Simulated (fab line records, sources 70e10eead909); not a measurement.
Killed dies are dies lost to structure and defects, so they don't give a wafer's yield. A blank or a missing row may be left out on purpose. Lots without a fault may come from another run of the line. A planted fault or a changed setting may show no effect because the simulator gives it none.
A struck lot beside a sound one | flow nand_harc | 13 steps out of a route of 1159
Sound: wafers L240.2, L240.4, L240.5. Struck: wafers L256.1, L256.4, L256.5. The cause comes at the end.
At each step with rows: each side's tool, then ch and its chambers, then its first start. Under that, the readings that differ: sound wafers | struck wafers | difference of the means | sigmas: that difference in standard deviations of wafers without a fault.
alike: readings whose means differ by less than 2 such deviations, and words and numbers that are the same on both sides. not compared: withheld readings, readings that some wafer has no value for, bounds like >300 that may hide the same value, and numbers for which the record gives no deviation and whose values overlap.
The two part at a step that has a row with sigmas, a row that says differs or no value, or rows on one side only. Numbers that don't overlap but have no deviation are shown without sigmas and don't part them. A reading that every wafer of one side lacks parts them only if that side has two wafers or more.

NHARC_P_CONTACT_DEP_30: deposits SiNx, target thk 30 nm.
  sound on pecvd-01 ch 0,1, day 6 02:37; struck on pecvd-02 ch 0,1,2, day 10 07:22
  alike: heater_power_w, susceptor_temp_C
NHARC_P_CONTACT_DEP_00: deposits SiO2, target thk 500 nm.
  sound on pecvd-01 ch 0,1; struck on pecvd-02 ch 0,1,2
  alike: heater_power_w, susceptor_temp_C, throttle_valve_pct
NHARC_P_CONTACT_CMP_01: polishes SiO2, target thk 200 nm.
  sound on cmp-04 ch 0,2,3, day 6 03:20; struck on cmp-03 ch 0,1, day 10 08:04
  reading             | sound          | struck       | difference | sigmas
  motor_current_A (A) | 12.7 13.6 13.7 | 12.3 9.0 9.6 | -3.0       | -2
then, 8 steps without rows for these wafers: NHARC_P_CONTACT_SRD_03; NHARC_P_CONTACT_DEHYDRATE_04 (time 120 s); NHARC_P_CONTACT_HMDS_05 (time 30 s); NHARC_P_CONTACT_COAT_33 (time 75 s); NHARC_P_CONTACT_COAT_34 (time 65 s); NHARC_P_CONTACT_COAT_06 (resist thk 90 nm); NHARC_P_CONTACT_SOFTBAKE_07 (time 55 s); NHARC_P_CONTACT_EBR_08.
NHARC_P_CONTACT_EXPOSE_09: exposes mask P CA, target cd 90 nm.
  sound on arfi_scanner-01 ch 0, day 6 03:52; struck on arfi_scanner-01, day 10 08:46
  no value came back on the struck wafers for exposure_dose_mJ_cm2, focus_offset_nm (nm), reticle_temp_C (C); on the sound wafers exposure_dose_mJ_cm2 reads 81.27 81.22 81.22
  alike: mask
then, 1 step without rows for these wafers: NHARC_P_CONTACT_PEB_10 (peb time 65 s).

WHERE THEY PART
First at NHARC_P_CONTACT_CMP_01; last, within this record, at NHARC_P_CONTACT_EXPOSE_09.

WHY: what the simulator had put in
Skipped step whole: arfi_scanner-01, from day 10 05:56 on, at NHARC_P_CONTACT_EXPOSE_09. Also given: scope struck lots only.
